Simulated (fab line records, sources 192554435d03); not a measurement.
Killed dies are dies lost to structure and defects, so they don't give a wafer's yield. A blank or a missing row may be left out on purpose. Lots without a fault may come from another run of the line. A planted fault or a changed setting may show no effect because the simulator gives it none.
Split-lot experiment | flow n5_finfet | 7 lots, 39 wafers read, on a route of 1938 steps

THE SPLIT
At N5_BEOL_M4_ETCH_64 (etches SOC in N2/H2, target depth 75 nm, overetch 22.5 nm, time 121.9 s), the setting target_depth_a was moved away from the recipe's 750 angstrom on 15 of the 39 wafers read, by -50.1% to +47.1%. The other wafers ran this setting at the recipe's value.

The reading is taken at the split's own step.

THE READING
SiARC_of_BEOL_M4_COAT_62.thk_nm (the simulator's own value, which no gauge read), in nm, at N5_BEOL_M4_ETCH_64 (etches SOC in N2/H2, target depth 75 nm, overetch 22.5 nm, time 121.9 s). The file gives no usual value for it. The 24 wafers here that ran the recipe average 6.2 nm, standard deviation 0.19 nm.

wafer  | tool, chamber at the split | target_depth_a as run, angstrom | against the recipe | SiARC_of_BEOL_M4_COAT_62.thk_nm, nm | against lot-mates on the recipe
L077.1 | rie_diel-02, 1,0,0         | 750                             | recipe             | 6.2                                 | -
L077.4 | rie_diel-02, 1,0,0         | 750                             | recipe             | 6.2                                 | -
L077.5 | rie_diel-02, 1,0,0         | 750                             | recipe             | 6.2                                 | -
L077.2 | rie_diel-02, 3,2,3         | 750                             | recipe             | 6.4                                 | -
L077.3 | rie_diel-02, 3,2,3         | 750                             | recipe             | 6.4                                 | -
L077.6 | rie_diel-02, 3,2,3         | 750                             | recipe             | 6.4                                 | -
L078.1 | rie_diel-03, 2             | 750                             | recipe             | 6.4                                 | -
L078.2 | rie_diel-03, 0             | 889.1                           | +18.5%             | 5.8                                 | -0.5
L078.3 | rie_diel-03, 3             | 889.1                           | +18.5%             | 5.2                                 | -1.1
L078.4 | rie_diel-03, 0             | 750                             | recipe             | 6.6                                 | -
L078.5 | rie_diel-03, 2             | 889.1                           | +18.5%             | 5.6                                 | -0.7
L078.6 | rie_diel-03, 3             | 750                             | recipe             | 6                                   | -
L083.1 | rie_diel-02, 0             | 979.3                           | +30.6%             | 5                                   | -1.2
L083.3 | rie_diel-02, 0             | 979.3                           | +30.6%             | 5                                   | -1.2
L083.2 | rie_diel-02, 1,1,0         | 750                             | recipe             | 6.2                                 | -
L083.4 | rie_diel-02, 1,1,0         | 750                             | recipe             | 6.2                                 | -
L083.5 | rie_diel-02, 1,1,0         | 750                             | recipe             | 6.2                                 | -
L083.6 | rie_diel-02, 1             | 979.3                           | +30.6%             | 4.8                                 | -1.4
L085.1 | rie_diel-06, 3             | 750                             | recipe             | 5.8                                 | -
L085.2 | rie_diel-06, 0             | 1103                            | +47.1%             | 4.2                                 | -1.8
L085.3 | rie_diel-06, 2             | 750                             | recipe             | 6                                   | -
L085.4 | rie_diel-06, 1,2           | 1103                            | +47.1%             | 4                                   | -2.0
L085.6 | rie_diel-06, 1,2           | 1103                            | +47.1%             | 4                                   | -2.0
L085.5 | rie_diel-06, 1             | 750                             | recipe             | 6.2                                 | -
L087.3 | rie_diel-02, 0             | 750                             | recipe             | 6.2                                 | -
L087.5 | rie_diel-02, 1             | 750                             | recipe             | 6                                   | -
L087.6 | rie_diel-02, 0             | 750                             | recipe             | 6.4                                 | -
L093.1 | rie_diel-06, 3             | 750                             | recipe             | 5.8                                 | -
L093.2 | rie_diel-06, 2,1           | 374.3                           | -50.1%             | 8.4                                 | +2.3
L093.6 | rie_diel-06, 2,1           | 374.3                           | -50.1%             | 8.4                                 | +2.3
L093.3 | rie_diel-06, 1,2           | 750                             | recipe             | 6.2                                 | -
L093.5 | rie_diel-06, 1,2           | 750                             | recipe             | 6.2                                 | -
L093.4 | rie_diel-06, 0             | 374.3                           | -50.1%             | 8.6                                 | +2.5
L095.1 | rie_diel-02, 3,0           | 1078                            | +43.7%             | 4.4                                 | -1.7
L095.3 | rie_diel-02, 3,0           | 1078                            | +43.7%             | 4.4                                 | -1.7
L095.2 | rie_diel-02, 2             | 750                             | recipe             | 6                                   | -
L095.4 | rie_diel-02, 1             | 750                             | recipe             | 6.2                                 | -
L095.6 | rie_diel-02, 1             | 750                             | recipe             | 6.2                                 | -
L095.5 | rie_diel-02, 2             | 1078                            | +43.7%             | 3.8                                 | -2.3
Where a row lists several chambers, the file gives one row for several wafers and doesn't say which wafer went through which chamber.

THE FIT
A straight line over all 39 wafers: SiARC_of_BEOL_M4_COAT_62.thk_nm changes by -0.0447 nm for each +1% of target_depth_a; r = -0.98; the points scatter about the line by 0.2 nm.
The same after taking each lot's own level away (the mean of its wafers on the recipe; 39 wafers): -0.0445 nm for each +1%; r = -0.99; scatter 0.18 nm.
On that fit, the largest move of target_depth_a shifts the reading by 2.2 nm.
The lots' own levels span 6.00 to 6.33 nm, that is 1.8 times the standard deviation above.
So the lot-to-lot level changes the slope little: the two slopes agree.
Check: with one of the wafers moved furthest among these (-50.1%) left out of the fit, the line predicts +2.25 nm for it against its lot-mates. It came out at +2.33 nm against them.

OTHER SPLITS ON THESE WAFERS
These wafers also went through other splits before the reading. Each is held against what the fit with the lots' levels taken away leaves over:
other split on the same wafers          | wafers away from the commonest value | r with SiARC_of_BEOL_M4_COAT_62.thk_nm (lot level and that fit taken away)
N5_ZERO_LAYER_DEVELOP_10 develop_time_s | 15                                   | +0.08
N5_STI_FIN_REVEAL_ETCHBACK_08 time_s    | 12                                   | +0.23
N5_GATE_CUT_DESCUM_18 time_s            | 18                                   | -0.09
N5_BEOL_M0_CUTY_DESCUM_61 time_s        | 15                                   | +0.25

THE WHOLE CHAIN: every reading that the file lists as answering this split, in the file's order
step                  | what it does                                                            | reading                                                                          | change (the file's fit)                                                              | r (the file's)
N5_BEOL_M4_ETCH_64    | etches SOC in N2/H2, target depth 75 nm, overetch 22.5 nm, time 121.9 s | SiARC_of_BEOL_M4_COAT_62.thk_nm (the simulator's own value, which no gauge read) | -0.0441 nm for each +1% of the setting                                               | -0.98
N5_BEOL_M4_HM_OPEN_17 | chemistry Cl2/BCl3, target TiN, target depth 20 nm, overetch 6 nm       | etch.depth_nm (the simulator's own value, which no gauge read)                   | not straight: 20.19 at the lowest setting, 20.06 at the recipe, 15.92 at the highest | not given

THE FILE'S OWN FIT
SiARC_of_BEOL_M4_COAT_62.thk_nm changes by -0.0441 nm for each +1% of target_depth_a, r = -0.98.
